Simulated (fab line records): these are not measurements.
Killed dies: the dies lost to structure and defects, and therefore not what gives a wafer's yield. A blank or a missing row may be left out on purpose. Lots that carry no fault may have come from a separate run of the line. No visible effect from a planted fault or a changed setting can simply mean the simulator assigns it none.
Matching of chambers :: flow nand harc :: pecvd-01 running NHARC_A_M0_PRE_CLEAN_31: 3 sister chambers
The step time 12 s. 24 wafers are shown with their chamber, then 12 later ones without.

## EACH WAFER AND ITS CHAMBER
wafer: L076.2
chamber: 2
heater power w (W): 592

wafer: L076.4
chamber: 0
heater power w (W): 762

wafer: L076.5
chamber: 0
heater power w (W): 739

wafer: L077.1
chamber: 0
heater power w (W): 672

wafer: L077.5
chamber: 2
heater power w (W): 544

wafer: L077.6
chamber: 0
heater power w (W): 680

wafer: L081.1
chamber: 2
heater power w (W): 537

wafer: L081.3
chamber: 1
heater power w (W): 634

wafer: L081.6
chamber: 0
heater power w (W): 733

wafer: L078.1
chamber: 0
heater power w (W): 742

wafer: L078.3
chamber: 1
heater power w (W): 579

wafer: L078.5
chamber: 1
heater power w (W): 574

wafer: L083.1
chamber: 2
heater power w (W): 548

wafer: L083.2
chamber: 1
heater power w (W): 582

wafer: L083.4
chamber: 2
heater power w (W): 540

wafer: L085.3
chamber: 0
heater power w (W): 769

wafer: L085.4
chamber: 2
heater power w (W): 597

wafer: L085.6
chamber: 0
heater power w (W): 783

wafer: L088.3
chamber: 0
heater power w (W): 713

wafer: L088.4
chamber: 0
heater power w (W): 685

wafer: L088.5
chamber: 1
heater power w (W): 603

wafer: L089.4
chamber: 2
heater power w (W): 532

wafer: L089.5
chamber: 0
heater power w (W): 758

wafer: L089.6
chamber: 1
heater power w (W): 624

SIGNATURES (means of the wafers above)
reading: heater power w
chamber 0: 730.55
chamber 1: 599.33
chamber 2: 555.71
scatter within a chamber: 32.4
Rule: distance of a wafer from a chamber = root of the sum over the readings of ((wafer's reading minus chamber's mean) / reading's scatter) squared. The wafer belongs to the nearest chamber; if the next one is less than 2 further off, it can't be placed. The scatter is the square root of a quotient: the sum, over the shown wafers, of each reading's squared deviation from its chamber's mean, divided by wafers minus chambers.

## WAFERS MISSING THEIR CHAMBER
wafer: L094.1
heater power w (W): 605

wafer: L094.2
heater power w (W): 786

wafer: L094.3
heater power w (W): 567

wafer: L094.4
heater power w (W): 603

wafer: L094.5
heater power w (W): 761

wafer: L094.6
heater power w (W): 580

wafer: L095.1
heater power w (W): 562

wafer: L095.3
heater power w (W): 776

wafer: L095.5
heater power w (W): 788

wafer: L096.3
heater power w (W): 524

wafer: L096.5
heater power w (W): 581

wafer: L096.6
heater power w (W): 514

## CHAMBER TAKEN BY EACH
wafer: L094.1
from the rows above: can't be placed: 1 or 2
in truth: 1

wafer: L094.2
from the rows above: 0
in truth: 0

wafer: L094.3
from the rows above: can't be placed: 2 or 1
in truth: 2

wafer: L094.4
from the rows above: can't be placed: 1 or 2
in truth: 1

wafer: L094.5
from the rows above: 0
in truth: 0

wafer: L094.6
from the rows above: can't be placed: 1 or 2
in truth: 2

wafer: L095.1
from the rows above: can't be placed: 2 or 1
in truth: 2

wafer: L095.3
from the rows above: 0
in truth: 0

wafer: L095.5
from the rows above: 0
in truth: 0

wafer: L096.3
from the rows above: can't be placed: 2 or 1
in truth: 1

wafer: L096.5
from the rows above: can't be placed: 1 or 2
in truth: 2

wafer: L096.6
from the rows above: can't be placed: 2 or 1
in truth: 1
4 of 12 placed correctly. Can't be placed from these rows: 8 (the true chamber is among the candidates in 8). 0 placed wrongly.
